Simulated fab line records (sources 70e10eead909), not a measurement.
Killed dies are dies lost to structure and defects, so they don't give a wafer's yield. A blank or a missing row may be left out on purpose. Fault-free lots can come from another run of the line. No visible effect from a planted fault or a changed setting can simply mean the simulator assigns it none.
Comparing a struck lot with a sound one || flow nand_harc || 14 steps out of a route of 1302
Sound: wafers L744.1, L744.2, L744.5. Struck: wafer L750.1 (L750.5, L750.6, from the same lot, were not struck and are left out); the cause is given at the end.
For every step that has rows: the tool of each side, followed by ch and its chambers, followed by its first start. Under that, the readings that differ: sound wafers || struck wafers || difference of the means || sigmas: that difference in standard deviations of wafers without a fault.
alike: a reading whose means differ by less than 2 such deviations, as well as words and numbers matching on both sides. not compared: withheld readings; readings where some wafer has no value; bounds like >300 that might hide an equal value; numbers whose values overlap and for which the record gives no deviation.
The two part at a step that has a row with sigmas, a row that says differs or no value, or rows on one side only. Numbers that have no deviation but don't overlap get no sigmas and don't part them. Lack of a reading on every wafer of one side parts them only where that side has two or more wafers.

first, 4 steps without rows for these wafers: NHARC_P_BONDPAD_EBR_05; NHARC_P_BONDPAD_EXPOSE_06 (exposes mask P BPAD); NHARC_P_BONDPAD_PEB_07 (peb time 80 s); NHARC_P_BONDPAD_DEVELOP_08 (time 50 s).
NHARC_P_BONDPAD_CD_MEAS_09 targets a cd of 500 nm.
  sound on cd_sem-02 ch 0, day 8 07:24; struck on cd_sem-02 ch 0, day 10 15:45
  alike: cd_nm
NHARC_P_BONDPAD_OVL_MEAS_38:
  sound on overlay-01, day 8 07:29; struck on overlay-02, day 10 15:50
  alike: overlay_x_nm, overlay_y_nm
then, 1 step without rows for these wafers: NHARC_P_BONDPAD_HARDBAKE_10 (time 65 s).
NHARC_P_BONDPAD_DESCUM_11: chemistry O2, time 3 s.
  sound on rie_diel-12 ch 0,1, day 8 07:38; struck on rie_diel-08 ch 3, day 10 15:59
{"reading": "showerhead_plenum_p_Torr (Torr)", "sound": "1.98 1.91 1.91", "struck": 1.79, "difference": -0.14, "sigmas": -2}
  alike: drypump_motor_current_A, oes_product_au, rf_vpp_V, throttle_valve_pct
  not compared: rf_hours_counter_h
NHARC_P_BONDPAD_ETCH_37: etches the open film in N2/H2, target depth 60 nm, overetch 18 nm, time 65.91 s.
  sound on rie_diel-12 ch 0,1,3, day 8 07:43; struck on rie_diel-08 ch 3, day 10 16:04
{"reading": "rf_vpp_V (V)", "sound": "432.2 432.6 431.2", "struck": 426.4, "difference": -5.6, "sigmas": -3}
{"reading": "showerhead_plenum_p_Torr (Torr)", "sound": "2.11 2.07 2.03", "struck": 1.90, "difference": -0.17, "sigmas": -2}
  alike: drypump_motor_current_A, oes_product_au, throttle_valve_pct
  not compared: rf_hours_counter_h
NHARC_P_BONDPAD_ETCH_12: etches the open film in CHF3/O2, target depth 200 nm, time 100 s.
  sound on rie_diel-12 ch 1,3; struck on rie_diel-08 ch 1
  alike: chf3_flow_sccm, drypump_motor_current_A, oes_product_au, rf_vpp_V, showerhead_plenum_p_Torr, throttle_valve_pct
  not compared: rf_hours_counter_h
NHARC_P_BONDPAD_CD_MEAS_13:
  sound on cd_sem-01, day 8 07:59; struck on cd_sem-03, day 10 16:17
  alike: cd_nm
NHARC_P_BONDPAD_STRIP_15: strips in O2.
  sound on rie_diel-07 ch 0,1,3, day 8 08:05; struck on rie_diel-07 ch 0, day 10 16:23
  alike: drypump_motor_current_A, oes_product_au, rf_vpp_V, showerhead_plenum_p_Torr, throttle_valve_pct
  not compared: rf_hours_counter_h
NHARC_P_BONDPAD_ETCH_24: etches the open film in CF4/N2, target depth 30 nm, time 72.99 s.
  sound on rie_diel-07 ch 0,3, day 8 08:13; struck on rie_diel-07 ch 0, day 10 16:32
{"reading": "oes_product_au (a.u.)", "sound": "0.965 0.976 0.979", "struck": 0.753, "difference": -0.220, "sigmas": -18}
  alike: drypump_motor_current_A, rf_vpp_V, showerhead_plenum_p_Torr, throttle_valve_pct
  not compared: rf_hours_counter_h
then, 1 step without rows for these wafers: NHARC_P_BONDPAD_STRIP_16 (strips in post etch residue remover, time 600 s).

== WHERE THEY PART ==
Last at NHARC_P_BONDPAD_ETCH_24 as far as this record goes, first at NHARC_P_BONDPAD_DESCUM_11.

WHY: whatever the simulator had introduced
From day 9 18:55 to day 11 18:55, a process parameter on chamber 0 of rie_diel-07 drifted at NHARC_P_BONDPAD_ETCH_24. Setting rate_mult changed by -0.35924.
